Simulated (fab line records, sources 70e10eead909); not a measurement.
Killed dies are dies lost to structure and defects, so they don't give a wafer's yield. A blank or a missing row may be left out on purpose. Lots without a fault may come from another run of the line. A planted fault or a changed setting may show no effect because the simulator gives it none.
A struck lot beside a sound one | flow nand_harc | 14 steps out of a route of 1302
Sound: wafers L573.2, L573.3, L573.6. Struck: wafer L581.5. (L581.2, L581.6 of the same lot were not struck and are left out.) The cause comes at the end.
At each step with rows: each side's tool, then ch and its chambers, then its first start. Under that, the readings that differ: sound wafers | struck wafers | difference of the means | sigmas: that difference in standard deviations of wafers without a fault.
alike: readings whose means differ by less than 2 such deviations, and words and numbers that are the same on both sides. not compared: withheld readings, readings that some wafer has no value for, bounds like >300 that may hide the same value, and numbers for which the record gives no deviation and whose values overlap.
The two part at a step that has a row with sigmas, a row that says differs or no value, or rows on one side only. Numbers that don't overlap but have no deviation are shown without sigmas and don't part them. A reading that every wafer of one side lacks parts them only if that side has two wafers or more.

NHARC_A_SOURCE_PLATE_THK_MEAS_09: measures by ellipsometry.
  sound on film_metro-02, day 8 16:08; struck on film_metro-02, day 12 00:13
  alike: thk_nm
then, 3 steps without rows for these wafers: NHARC_A_SOURCE_PLATE_PVD_04 (deposits WSi2, target thk 50 nm); NHARC_A_SOURCE_PLATE_CVD_03 (deposits poly-Si, target thk 200 nm, time 4000 s); NHARC_A_SOURCE_PLATE_ANNEAL_05 (time 1800 s).
NHARC_A_SOURCE_PLATE_THK_MEAS_06: measures by ellipsometry.
  sound on film_metro-02, day 9 04:42; struck on film_metro-01, day 12 13:00
  alike: thk_nm
NHARC_A_SOURCE_PLATE_INSPECT_08:
  sound on defect_inspect-02, day 9 04:46; struck on defect_inspect-01, day 12 13:04
  reading          | sound    | struck | difference | sigmas
  raw_defect_count | 48 33 33 | 92     | +54        | +3
then, 1 step without rows for these wafers: NHARC_A_ONON_D1_DEP_00 (target thk 1000 nm).
NHARC_A_ONON_D1_THK_MEAS_02: measures by ellipsometry.
  sound on film_metro-02, day 9 05:20; struck on film_metro-01, day 12 13:38
  alike: thk_nm
then, 1 step without rows for these wafers: NHARC_A_ONON_D1_DEP_03 (target thk 1000 nm).
NHARC_A_ONON_D1_THK_MEAS_05: measures by ellipsometry.
  sound on film_metro-01, day 9 05:54; struck on film_metro-02, day 12 14:13
  reading     | sound       | struck | difference | sigmas
  thk_nm (nm) | 981 982 980 | 1007   | +26        | +3
NHARC_A_ONON_D1_DEP_06: target thk 1000 nm.
  sound on pecvd_onon-04 ch 0, day 9 06:01; struck on pecvd_onon-04 ch 0, day 12 14:19
NHARC_A_ONON_D1_THK_MEAS_08: measures by ellipsometry.
  sound on film_metro-01, day 9 06:28; struck on film_metro-01, day 12 14:46
  reading     | sound       | struck | difference | sigmas
  thk_nm (nm) | 994 995 992 | 1300   | +306       | +46
then, 1 step without rows for these wafers: NHARC_A_ONON_D1_DEP_09 (target thk 1000 nm).
-- the record jumps here: 17 days lie between the struck wafers' starts before and after (it left off in module A_ONON_D1 and takes up again in module END, whose first step shown is number 1302 of the route) --
NHARC_END_SORT_01:
  the record has rows for the struck wafers here (prober-02 ch 0, day 29 14:05) and none for the sound ones

WHERE THEY PART
First at NHARC_A_SOURCE_PLATE_INSPECT_08; last, within this record, at NHARC_END_SORT_01.

WHY: what the simulator had put in
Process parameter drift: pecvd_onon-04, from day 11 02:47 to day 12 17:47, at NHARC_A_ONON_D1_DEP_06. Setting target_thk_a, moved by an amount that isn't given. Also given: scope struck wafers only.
